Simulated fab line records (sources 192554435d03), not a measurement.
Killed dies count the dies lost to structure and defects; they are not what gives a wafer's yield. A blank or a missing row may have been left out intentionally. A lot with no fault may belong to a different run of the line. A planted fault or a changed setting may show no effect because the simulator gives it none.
Split-lot study || flow n5 finfet || route with 1938 steps; 7 lots, 39 wafers read

== ON THE SPLIT ==
At N5_HKMG_FIN_HK_ALD_01 (deposits HfO2, target thk 1.6 nm, pulse time 3 s, purge time 3 s), the setting ald cycles was moved away from the recipe's 30 on 15 of the 39 wafers read, by -20.0% to +60.0%. For the rest of the wafers, this setting stayed at what the recipe calls for.

== FROM THE SPLIT TO THE READING: what the file shows between them, 4 steps ==
- N5_HKMG_FIN_HK_ANNEAL_02: time 30 s
- N5_HKMG_FIN_ALD_74: deposits La2O3, target thk 0.5 nm, pulse time 6 s, co reactant pulse time 1 s
- N5_HKMG_FIN_WET_ETCH_82: etches La2O3 in dHCl, stops on HfO2, target depth 2 nm, rinse time 30 s
- N5_HKMG_FIN_ALD_36: deposits TiN, target thk 1 nm, pulse time 1 s, purge time 3 s

== THE READING ==
HK_THK, in nm, at N5_HKMG_FIN_THK_MEAS_70 (measures by xrf). On this fab line, fault-free wafers typically give 1.621 nm with a standard deviation of 0.016 nm.

{"wafer": "L079.1", "tool, chamber at the split": "ald hk-01, 1,3,0", "ald cycles as run": 30, "against the recipe": "recipe", "HK_THK, nm": 1.616, "against lot-mates on the recipe": "-"}
{"wafer": "L079.3", "tool, chamber at the split": "ald hk-01, 1,3,0", "ald cycles as run": 30, "against the recipe": "recipe", "HK_THK, nm": 1.642, "against lot-mates on the recipe": "-"}
{"wafer": "L079.6", "tool, chamber at the split": "ald hk-01, 1,3,0", "ald cycles as run": 30, "against the recipe": "recipe", "HK_THK, nm": 1.619, "against lot-mates on the recipe": "-"}
{"wafer": "L081.1", "tool, chamber at the split": "ald hk-03, 2,3,1", "ald cycles as run": 48, "against the recipe": "+60.0%", "HK_THK, nm": 2.574, "against lot-mates on the recipe": "+0.940"}
{"wafer": "L081.2", "tool, chamber at the split": "ald hk-03, 0,0,1", "ald cycles as run": 30, "against the recipe": "recipe", "HK_THK, nm": 1.609, "against lot-mates on the recipe": "-"}
{"wafer": "L081.3", "tool, chamber at the split": "ald hk-03, 2,3,1", "ald cycles as run": 48, "against the recipe": "+60.0%", "HK_THK, nm": 2.614, "against lot-mates on the recipe": "+0.980"}
{"wafer": "L081.4", "tool, chamber at the split": "ald hk-03, 2,3,1", "ald cycles as run": 48, "against the recipe": "+60.0%", "HK_THK, nm": 2.584, "against lot-mates on the recipe": "+0.950"}
{"wafer": "L081.5", "tool, chamber at the split": "ald hk-03, 0,0,1", "ald cycles as run": 30, "against the recipe": "recipe", "HK_THK, nm": 1.646, "against lot-mates on the recipe": "-"}
{"wafer": "L081.6", "tool, chamber at the split": "ald hk-03, 0,0,1", "ald cycles as run": 30, "against the recipe": "recipe", "HK_THK, nm": 1.647, "against lot-mates on the recipe": "-"}
{"wafer": "L084.1", "tool, chamber at the split": "ald hk-02, 2,2,1", "ald cycles as run": 30, "against the recipe": "recipe", "HK_THK, nm": 1.598, "against lot-mates on the recipe": "-"}
{"wafer": "L084.2", "tool, chamber at the split": "ald hk-02, 3,1,0", "ald cycles as run": 24, "against the recipe": "-20.0%", "HK_THK, nm": 1.294, "against lot-mates on the recipe": -0.314}
{"wafer": "L084.3", "tool, chamber at the split": "ald hk-02, 3,1,0", "ald cycles as run": 24, "against the recipe": "-20.0%", "HK_THK, nm": 1.313, "against lot-mates on the recipe": -0.295}
{"wafer": "L084.4", "tool, chamber at the split": "ald hk-02, 3,1,0", "ald cycles as run": 24, "against the recipe": "-20.0%", "HK_THK, nm": 1.316, "against lot-mates on the recipe": -0.292}
{"wafer": "L084.5", "tool, chamber at the split": "ald hk-02, 2,2,1", "ald cycles as run": 30, "against the recipe": "recipe", "HK_THK, nm": 1.613, "against lot-mates on the recipe": "-"}
{"wafer": "L084.6", "tool, chamber at the split": "ald hk-02, 2,2,1", "ald cycles as run": 30, "against the recipe": "recipe", "HK_THK, nm": 1.612, "against lot-mates on the recipe": "-"}
{"wafer": "L085.1", "tool, chamber at the split": "ald hk-02, 0,2,1", "ald cycles as run": 30, "against the recipe": "recipe", "HK_THK, nm": 1.602, "against lot-mates on the recipe": "-"}
{"wafer": "L085.2", "tool, chamber at the split": "ald hk-02, 3,3,2", "ald cycles as run": 41, "against the recipe": "+36.7%", "HK_THK, nm": 2.205, "against lot-mates on the recipe": "+0.603"}
{"wafer": "L085.3", "tool, chamber at the split": "ald hk-02, 0,2,1", "ald cycles as run": 30, "against the recipe": "recipe", "HK_THK, nm": 1.614, "against lot-mates on the recipe": "-"}
{"wafer": "L085.4", "tool, chamber at the split": "ald hk-02, 0,2,1", "ald cycles as run": 30, "against the recipe": "recipe", "HK_THK, nm": 1.589, "against lot-mates on the recipe": "-"}
{"wafer": "L085.5", "tool, chamber at the split": "ald hk-02, 3,3,2", "ald cycles as run": 41, "against the recipe": "+36.7%", "HK_THK, nm": 2.215, "against lot-mates on the recipe": "+0.613"}
{"wafer": "L085.6", "tool, chamber at the split": "ald hk-02, 3,3,2", "ald cycles as run": 41, "against the recipe": "+36.7%", "HK_THK, nm": 2.200, "against lot-mates on the recipe": "+0.598"}
{"wafer": "L088.1", "tool, chamber at the split": "ald hk-01, 2,1,2", "ald cycles as run": 45, "against the recipe": "+50.0%", "HK_THK, nm": 2.455, "against lot-mates on the recipe": "+0.832"}
{"wafer": "L088.2", "tool, chamber at the split": "ald hk-01, 3,0,3", "ald cycles as run": 30, "against the recipe": "recipe", "HK_THK, nm": 1.621, "against lot-mates on the recipe": "-"}
{"wafer": "L088.3", "tool, chamber at the split": "ald hk-01, 3,0,3", "ald cycles as run": 30, "against the recipe": "recipe", "HK_THK, nm": 1.606, "against lot-mates on the recipe": "-"}
{"wafer": "L088.4", "tool, chamber at the split": "ald hk-01, 2,1,2", "ald cycles as run": 45, "against the recipe": "+50.0%", "HK_THK, nm": 2.405, "against lot-mates on the recipe": "+0.782"}
{"wafer": "L088.5", "tool, chamber at the split": "ald hk-01, 2,1,2", "ald cycles as run": 45, "against the recipe": "+50.0%", "HK_THK, nm": 2.417, "against lot-mates on the recipe": "+0.794"}
{"wafer": "L088.6", "tool, chamber at the split": "ald hk-01, 3,0,3", "ald cycles as run": 30, "against the recipe": "recipe", "HK_THK, nm": 1.643, "against lot-mates on the recipe": "-"}
{"wafer": "L091.1", "tool, chamber at the split": "ald hk-03, 0,3,1", "ald cycles as run": 30, "against the recipe": "recipe", "HK_THK, nm": 1.642, "against lot-mates on the recipe": "-"}
{"wafer": "L091.2", "tool, chamber at the split": "ald hk-03, 2,1,0", "ald cycles as run": 45, "against the recipe": "+50.0%", "HK_THK, nm": 2.424, "against lot-mates on the recipe": "+0.790"}
{"wafer": "L091.3", "tool, chamber at the split": "ald hk-03, 0,3,1", "ald cycles as run": 30, "against the recipe": "recipe", "HK_THK, nm": 1.644, "against lot-mates on the recipe": "-"}
{"wafer": "L091.4", "tool, chamber at the split": "ald hk-03, 2,1,0", "ald cycles as run": 45, "against the recipe": "+50.0%", "HK_THK, nm": 2.426, "against lot-mates on the recipe": "+0.792"}
{"wafer": "L091.5", "tool, chamber at the split": "ald hk-03, 0,3,1", "ald cycles as run": 30, "against the recipe": "recipe", "HK_THK, nm": 1.617, "against lot-mates on the recipe": "-"}
{"wafer": "L091.6", "tool, chamber at the split": "ald hk-03, 2,1,0", "ald cycles as run": 45, "against the recipe": "+50.0%", "HK_THK, nm": 2.421, "against lot-mates on the recipe": "+0.787"}
{"wafer": "L095.1", "tool, chamber at the split": "ald hk-03, 3,0,2,1,2,1", "ald cycles as run": 30, "against the recipe": "recipe", "HK_THK, nm": 1.653, "against lot-mates on the recipe": "-"}
{"wafer": "L095.2", "tool, chamber at the split": "ald hk-03, 3,0,2,1,2,1", "ald cycles as run": 30, "against the recipe": "recipe", "HK_THK, nm": 1.626, "against lot-mates on the recipe": "-"}
{"wafer": "L095.3", "tool, chamber at the split": "ald hk-03, 3,0,2,1,2,1", "ald cycles as run": 30, "against the recipe": "recipe", "HK_THK, nm": 1.665, "against lot-mates on the recipe": "-"}
{"wafer": "L095.4", "tool, chamber at the split": "ald hk-03, 3,0,2,1,2,1", "ald cycles as run": 30, "against the recipe": "recipe", "HK_THK, nm": 1.628, "against lot-mates on the recipe": "-"}
{"wafer": "L095.5", "tool, chamber at the split": "ald hk-03, 3,0,2,1,2,1", "ald cycles as run": 30, "against the recipe": "recipe", "HK_THK, nm": 1.626, "against lot-mates on the recipe": "-"}
{"wafer": "L095.6", "tool, chamber at the split": "ald hk-03, 3,0,2,1,2,1", "ald cycles as run": 30, "against the recipe": "recipe", "HK_THK, nm": 1.634, "against lot-mates on the recipe": "-"}
The file does not say which wafer passed through which chamber wherever a row lists several chambers: such a row stands for several wafers.

FIT RESULTS
A straight line over all 39 wafers: HK_THK changes by +0.016 nm for each +1% of ald cycles; r = +1.00; the points scatter about the line by 0.017 nm.
The same after taking each lot's own level away (the mean of its wafers on the recipe; 39 wafers): +0.0159 nm for each +1%; r = +1.00; scatter 0.016 nm.
According to that fit, moving ald cycles by its largest amount changes the reading by 0.95 nm.
Measured against the standard deviation above, the lots' own levels, which go from 1.6017 to 1.6387 nm, span 2.3 times it.
Hence the lot-to-lot level has little effect on the slope; both slopes agree.
Check: for one of the wafers moved furthest among these (+60.0%), held out of the fit, the line's prediction against its lot-mates is +0.96 nm. Against them it came out at +0.94 nm.

== OTHER SPLITS ON THESE WAFERS ==
Other splits were also applied to these wafers ahead of the reading. Each is held against what the fit with the lots' levels taken away leaves over:
{"other split on the same wafers": "N5_FIN_SAQP_ETCH_69 target depth a", "wafers away from the commonest value": 12, "r with HK_THK (lot level and that fit taken away)": "+0.02"}
{"other split on the same wafers": "N5_SD_EPI_N_ETCH_16 target depth a", "wafers away from the commonest value": 15, "r with HK_THK (lot level and that fit taken away)": -0.10}

== THE WHOLE CHAIN: every reading that the file lists as answering this split, in the file's order ==
{"step": "N5_HKMG_FIN_HK_ALD_01", "what it does": "deposits HfO2, target thk 1.6 nm, pulse time 3 s, purge time 3 s", "reading": "HfO2_of_HKMG_FIN_HK_ALD_01.thk nm (the simulator's own value, which no gauge read)", "change (the file's fit)": "+0.0164 nm for each +1% of the setting", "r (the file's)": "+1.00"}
{"step": "N5_HKMG_FIN_THK_MEAS_70", "what it does": "measures by xrf", "reading": "HK_THK", "change (the file's fit)": "+0.016 for each +1% of the setting", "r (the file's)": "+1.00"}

== THE FILE'S OWN FIT ==
HK_THK changes by +0.016 nm for each +1% of ald cycles, r = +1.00.
